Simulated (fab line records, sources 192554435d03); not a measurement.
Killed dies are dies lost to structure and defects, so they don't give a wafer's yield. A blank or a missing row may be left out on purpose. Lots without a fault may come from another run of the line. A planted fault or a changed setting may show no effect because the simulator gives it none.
Chamber matching | flow n5_finfet | N5_BEOL_M4_CVD_47 on cvd_co-02: 3 sister chambers
The step deposits Co from CCTBA/H2, target thk 3 nm, time 223.8 s. 3 wafers are shown with their chamber, then 6 later ones without.

WAFERS WITH THEIR CHAMBER
wafer  | chamber | run_length_s (s)
L912.3 | 2       | 246.8
L915.2 | 1       | 246.8
L915.3 | 0       | 246.2

WAFERS WITHOUT THEIR CHAMBER
wafer  | run_length_s (s)
L925.1 | 246.2
L925.2 | 246.2
L925.4 | 246.6
L924.1 | 247.2
L924.4 | 246.9
L924.5 | 246.7

WHICH CHAMBER EACH WENT THROUGH
wafer  | from the rows above          | in truth
L925.1 | 0                            | 0
L925.2 | 0                            | 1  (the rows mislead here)
L925.4 | can't be placed: 1 or 2 or 0 | 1
L924.1 | can't be placed: 1 or 2      | 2
L924.4 | can't be placed: 1 or 2      | 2
L924.5 | can't be placed: 1 or 2      | 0
Placed correctly: 1 of 6. Can't be placed from these rows: 4 (the true chamber is among the candidates in 3). Placed wrongly: 1.
How it was worked out, from the rows above alone: a wafer's distance from a chamber is the root of the sum, over the readings, of the square of ((its reading less the chamber's mean) divided by the reading's scatter). The wafer belongs to the nearest chamber; if the next one is less than 2 further off, it can't be placed. A chamber's mean is the mean of its shown wafers. The scatter: with one shown wafer a chamber, the root of the mean of the squares of how far each hidden wafer lies from its nearest shown one.
